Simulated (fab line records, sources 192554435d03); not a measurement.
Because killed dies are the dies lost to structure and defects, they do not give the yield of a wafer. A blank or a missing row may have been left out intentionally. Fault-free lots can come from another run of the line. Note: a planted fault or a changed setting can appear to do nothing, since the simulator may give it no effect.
Chamber matching || flow n5Finfet || rieDiel-04 running N5_MOL_CONTACT_COAG_DESCUM_88: 4 sister chambers
The step chemistry O2, time 7 s. 8 wafers are shown with their chamber, then 8 later ones without.

== WAFERS WITH THEIR CHAMBER ==
{"wafer": "L078.1", "chamber": 3, "drypumpMotorCurrentA (A)": 5.8, "throttleValvePct (%)": 20.74}
{"wafer": "L078.3", "chamber": 2, "drypumpMotorCurrentA (A)": 5.5, "throttleValvePct (%)": 20.05}
{"wafer": "L078.5", "chamber": 2, "drypumpMotorCurrentA (A)": 5.4, "throttleValvePct (%)": 20.07}
{"wafer": "L079.4", "chamber": 1, "drypumpMotorCurrentA (A)": 6.5, "throttleValvePct (%)": 20.62}
{"wafer": "L084.1", "chamber": 0, "drypumpMotorCurrentA (A)": 5.1, "throttleValvePct (%)": 20.89}
{"wafer": "L084.5", "chamber": 0, "drypumpMotorCurrentA (A)": 5.1, "throttleValvePct (%)": 20.89}
{"wafer": "L084.6", "chamber": 3, "drypumpMotorCurrentA (A)": 5.9, "throttleValvePct (%)": 20.39}
{"wafer": "L086.1", "chamber": 1, "drypumpMotorCurrentA (A)": 6.5, "throttleValvePct (%)": 20.62}

== WAFERS WHOSE CHAMBER IS MISSING ==
{"wafer": "L086.2", "drypumpMotorCurrentA (A)": 5.1, "throttleValvePct (%)": 20.90}
{"wafer": "L086.4", "drypumpMotorCurrentA (A)": 5.9, "throttleValvePct (%)": 20.39}
{"wafer": "L093.2", "drypumpMotorCurrentA (A)": 6.5, "throttleValvePct (%)": 20.65}
{"wafer": "L093.3", "drypumpMotorCurrentA (A)": 5.4, "throttleValvePct (%)": 20.13}
{"wafer": "L093.5", "drypumpMotorCurrentA (A)": 5.4, "throttleValvePct (%)": 20.12}
{"wafer": "L094.1", "drypumpMotorCurrentA (A)": 6.5, "throttleValvePct (%)": 20.66}
{"wafer": "L094.2", "drypumpMotorCurrentA (A)": 5.1, "throttleValvePct (%)": 20.51}
{"wafer": "L094.3", "drypumpMotorCurrentA (A)": 5.4, "throttleValvePct (%)": 20.12}

== WHICH CHAMBER EACH ONE RAN IN ==
{"wafer": "L086.2", "from the rows above": 0, "in truth": 0}
{"wafer": "L086.4", "from the rows above": 3, "in truth": 3}
{"wafer": "L093.2", "from the rows above": 1, "in truth": 1}
{"wafer": "L093.3", "from the rows above": 2, "in truth": 2}
{"wafer": "L093.5", "from the rows above": 2, "in truth": 2}
{"wafer": "L094.1", "from the rows above": 1, "in truth": 1}
{"wafer": "L094.2", "from the rows above": 0, "in truth": 0}
{"wafer": "L094.3", "from the rows above": 2, "in truth": 2}
Placed correctly: 8 of 8. Not placeable from these rows: 0. Placed wrongly: 0.
How it was worked out, from the rows above alone: a wafer's distance from a chamber is the root of the sum, over the readings, of the square of ((its reading less the chamber's mean) divided by the reading's scatter). The wafer belongs to the nearest chamber; if the next one is less than 2 further off, it can't be placed. A chamber's mean is the mean of its shown wafers. How the scatter is found: for the shown wafers, subtract from each reading the mean of its chamber, square and add these, divide the total by (wafers less chambers), then take the root.
